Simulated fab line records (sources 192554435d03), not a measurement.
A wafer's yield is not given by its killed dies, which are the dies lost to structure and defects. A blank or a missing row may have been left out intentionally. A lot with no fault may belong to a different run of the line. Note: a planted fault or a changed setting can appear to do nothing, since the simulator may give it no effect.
One fault seen from 2 desks + flow n5Finfet + what lay behind the numbers comes last; until then each desk has only its own

## FROM THE METROLOGY DESK
Means of the sampled wafers that have a number, per lot and without regard to the tool the lot ran on: this is what the gauges read. A lot is out of limits, marked OUT, if its mean lies more than 4 standard deviations from the usual mean; the brackets give that distance.
Columns: A = M5_THK at N5_BEOL_M5_THK_MEAS_53, usual 61.9 nm
| lot  | first seen here | A    |
|------|-----------------|------|
| L579 | day 9 05:37     | 61.5 |
| L587 | day 11 06:59    | 62.3 |
| L594 | day 13 04:50    | 62.0 |
| L599 | day 14 13:38    | 63.6 |
| L601 | day 15 03:24    | 63.7 |
Finding of this desk: none of the 5 lots has anything out of limits.

## THE TOOL OWNER'S DESK: cvdCo-01
The tool's own readings at N5_BEOL_M5_CO_CAP_78 (material Co, precursor CCTBA/H2, target thk 2 nm, time 102.1 s): means of the sampled wafers that have a number, for each lot that ran on this tool. A lot is out of limits, marked OUT, if its mean lies more than 4 standard deviations from the usual mean; the brackets give that distance.
Columns: A = heaterPowerOuterW at N5_BEOL_M5_CO_CAP_78, usual 112 W; B = heaterPowerW at N5_BEOL_M5_CO_CAP_78, usual 218 W; C = runLengthS at N5_BEOL_M5_CO_CAP_78, usual 125.0 s
| lot  | first seen here | A   | B   | C               |
|------|-----------------|-----|-----|-----------------|
| L579 | day 9 05:41     | 108 | 208 | 125.0           |
| L587 | day 11 07:03    | 112 | 218 | 103.1 (-30) OUT |
| L601 | day 15 03:30    | 110 | 211 | 124.8           |
Finding of this desk: L587 out of limits; the first was L587 at day 11 07:03, on runLengthS at N5_BEOL_M5_CO_CAP_78. L579, L601 stayed within limits.

## BROUGHT TOGETHER
An alarm could have come from the tool owner's desk at day 11 07:03, on L587.
Nothing out of limits was seen by the metrology desk.
The metrology desk holds a record of L587, inside its limits.
Every lot named ran N5_BEOL_M5_CO_CAP_78 on cvdCo-01.

## WHAT WAS PUT IN BY THE SIMULATOR
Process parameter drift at N5_BEOL_M5_CO_CAP_78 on cvdCo-01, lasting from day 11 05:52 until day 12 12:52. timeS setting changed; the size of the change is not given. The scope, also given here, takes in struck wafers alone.
Struck lots among those shown: L587.
Time in hours from fault onset to the first out-of-limits reading at each desk: the tool owner's desk, 1.
